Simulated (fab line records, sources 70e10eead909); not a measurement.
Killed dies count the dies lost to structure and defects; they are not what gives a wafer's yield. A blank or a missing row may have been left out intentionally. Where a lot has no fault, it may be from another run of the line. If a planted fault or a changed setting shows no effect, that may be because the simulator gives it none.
Which tool did it? | flow nand harc | Sampling: 14 lots, 42 wafers, 4 of 1159 route steps

WHAT EACH GAUGE READ, for each wafer
NHARC_END_SORT_01.
lot  | measured     | on        | killed at array | killed at other | killed at periphery | killed dies | killed open | killed short
L420 | day 21 05:57 | prober-02 | 93 76 115       | 4 0 2           | 6 8 3               | 103 84 120  | 0 2 2       | 4 2 2
L423 | day 21 20:43 | prober-01 | 118 106 80      | 2 1 1           | 4 3 5               | 124 110 86  | 6 2 4       | 4 2 2
L435 | day 25 15:51 | prober-01 | 23 18 26        | 0 0 0           | 6 5 8               | 29 23 34    | 2 1 2       | 5 0 0

WHICH TOOL RAN EACH LOT (tool, then ch and the chambers of the sampled wafers, then the start)
lot  | NHARC_A_CONTACT_ETCH_139             | NHARC_A_BONDPAD_DEGAS_25     | NHARC_A_BONDPAD_ANNEAL_28
L414 | har cap etch-03 ch 0,1, day 17 11:46 | pvd sputter-02, day 18 07:53 | rtp anneal-01 ch 0, day 18 08:36
L417 | har cap etch-01 ch 0,1, day 18 15:39 | pvd sputter-03, day 19 09:05 | rtp anneal-01 ch 0, day 19 09:55
L420 | har cap etch-02 ch 0,1, day 18 21:54 | pvd sputter-03, day 19 23:46 | rtp anneal-01 ch 0, day 20 00:34
L423 | har cap etch-02 ch 0,1, day 19 02:47 | pvd sputter-01, day 20 05:38 | rtp anneal-01 ch 0, day 20 06:22
L426 | har cap etch-01 ch 0,1, day 20 04:11 | pvd sputter-02, day 21 01:16 | rtp anneal-02 ch 0, day 21 02:00
L425 | har cap etch-03 ch 0,1, day 20 20:01 | pvd sputter-03, day 21 19:48 | rtp anneal-01 ch 0, day 21 20:32
L430 | har cap etch-03 ch 0,1, day 21 04:42 | pvd sputter-03, day 22 02:38 | rtp anneal-01 ch 0, day 22 03:23
L429 | har cap etch-02 ch 0,1, day 21 10:08 | pvd sputter-02, day 22 10:38 | rtp anneal-01 ch 0, day 22 11:21
L432 | har cap etch-01 ch 0,1, day 21 10:41 | pvd sputter-03, day 22 11:22 | rtp anneal-02 ch 0, day 22 12:14
L431 | har cap etch-03 ch 1, day 21 11:19   | pvd sputter-02, day 22 11:45 | rtp anneal-02 ch 0, day 22 12:36
L433 | har cap etch-02 ch 0,1, day 22 16:00 | pvd sputter-02, day 23 13:44 | rtp anneal-01 ch 0, day 23 14:34
L434 | har cap etch-01 ch 0,1, day 22 19:52 | pvd sputter-03, day 24 00:55 | rtp anneal-01 ch 0, day 24 01:40
L435 | har cap etch-03 ch 0,1, day 22 23:39 | pvd sputter-02, day 24 00:17 | rtp anneal-02 ch 0, day 24 01:08
L436 | har cap etch-02 ch 0,1, day 23 04:14 | pvd sputter-02, day 24 01:28 | rtp anneal-01 ch 0, day 24 02:15
- NHARC_A_CONTACT_ETCH_139: etches the open film in C4F8/O2/Ar, time 137 s, target depth 590 nm.
- NHARC_A_BONDPAD_DEGAS_25: time 60 s.
- NHARC_A_BONDPAD_ANNEAL_28: time 90 s.

AS READ BY THE TOOLS THEMSELVES (means over the sampled wafers that have a number; for cases with no such wafer, the mark the record gives instead)
NHARC_A_BONDPAD_DEGAS_25.
lot  | tool           | heater power w (W)
L414 | pvd sputter-02 | 506
L417 | pvd sputter-03 | 477
L420 | pvd sputter-03 | 503
L423 | pvd sputter-01 | 429
L426 | pvd sputter-02 | 508
L425 | pvd sputter-03 | 509
L430 | pvd sputter-03 | 467
L429 | pvd sputter-02 | 491
L432 | pvd sputter-03 | 475
L431 | pvd sputter-02 | 490
L433 | pvd sputter-02 | 480
L434 | pvd sputter-03 | 478
L435 | pvd sputter-02 | 514
L436 | pvd sputter-02 | 463

NHARC_A_BONDPAD_ANNEAL_28.
lot  | tool          | anneal temp c max | wafer_temp_C_max
L414 | rtp anneal-01 | 225.8             | 227.1
L417 | rtp anneal-01 | 225.7             | 226.5
L420 | rtp anneal-01 | 225.9             | 226.7
L423 | rtp anneal-01 | 225.8             | 226.6
L426 | rtp anneal-02 | 226.7             | 225.9
L425 | rtp anneal-01 | 225.9             | 226.7
L430 | rtp anneal-01 | 225.8             | 227.1
L429 | rtp anneal-01 | 226.1             | 226.9
L432 | rtp anneal-02 | 226.4             | 225.7
L431 | rtp anneal-02 | 226.3             | 226.0
L433 | rtp anneal-01 | 225.6             | 227.0
L434 | rtp anneal-01 | 225.8             | 227.0
L435 | rtp anneal-02 | 226.7             | 226.0
L436 | rtp anneal-01 | 225.8             | 226.5

THE ANSWER, worked out from the rows above alone
Rule: what is usual is taken from the lots themselves. The widest of any qualifying gaps counts: lots, ordered by their means at a reading, are off when they make up no more than a third of the lots, leave a main group of 4 or more, and stand apart from it by 3 or more times the standard deviation of that group's means. If all means in a main group match to the digits the tables above print for the reading, that group is not used. A lot without any number at a reading at which 4 lots or more have one is off too. Where the step has rows for the other lots, those lots are counted as sound. Order of review: gauges by route order, followed by the tools' own readings, for which a lot's mean as printed above is used. At the first step where some lot is off, the reading lying furthest off is the one used; lots without a number count as furthest.
Across all readings shown, no lot is off: no conclusion can be drawn from this.

WHAT THE SIMULATOR HAD PUT IN
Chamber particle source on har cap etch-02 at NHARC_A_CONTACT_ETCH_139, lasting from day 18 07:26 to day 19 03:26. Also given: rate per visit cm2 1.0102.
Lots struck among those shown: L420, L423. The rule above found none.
